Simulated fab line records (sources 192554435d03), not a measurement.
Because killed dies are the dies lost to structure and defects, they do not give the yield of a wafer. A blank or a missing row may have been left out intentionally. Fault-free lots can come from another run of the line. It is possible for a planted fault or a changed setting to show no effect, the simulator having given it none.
Matching of chambers -- flow n5Finfet -- 4 sister chambers for N5_GATE_CUT_STRIP_59 on rieDiel-03
The step strips in N2/H2, time 20 s. 8 wafers are shown with their chamber, then 7 later ones without.

== WAFERS, EACH WITH ITS CHAMBER ==
wafer,chamber,showerheadPlenumPTorr (Torr),drypumpMotorCurrentA (A)
L599.5,2,3.45,5.3
L600.6,2,3.45,5.3
L601.1,1,3.26,5.7
L601.6,0,3.48,5.7
L608.3,1,3.25,5.8
L608.5,3,3.37,5.1
L617.2,0,3.47,5.6
L617.4,3,3.36,5.1

== WAFERS WITHOUT THEIR CHAMBER ==
wafer,showerheadPlenumPTorr (Torr),drypumpMotorCurrentA (A)
L617.5,3.44,5.3
L618.3,3.36,5.1
L618.5,3.47,5.7
L618.6,3.36,5.1
L619.1,3.43,5.3
L619.4,3.24,5.7
L619.5,3.47,5.7

== EACH ONE'S CHAMBER ==
wafer,from the rows above,in truth
L617.5,2,2
L618.3,3,3
L618.5,0,0
L618.6,3,3
L619.1,2,2
L619.4,1,1
L619.5,0,0
Placed correctly: 7 of 7. Can't be placed from these rows: 0. Placed wrongly: 0.
How it was worked out, from the rows above alone: a wafer's distance from a chamber is the root of the sum, over the readings, of the square of ((its reading less the chamber's mean) divided by the reading's scatter). The wafer belongs to the nearest chamber; if the next one is less than 2 further off, it can't be placed. Each chamber's mean is taken over the wafers shown for it. The scatter: take each reading less its chamber's mean, square it, sum over the shown wafers, divide by the number of wafers less the number of chambers, and take the root.
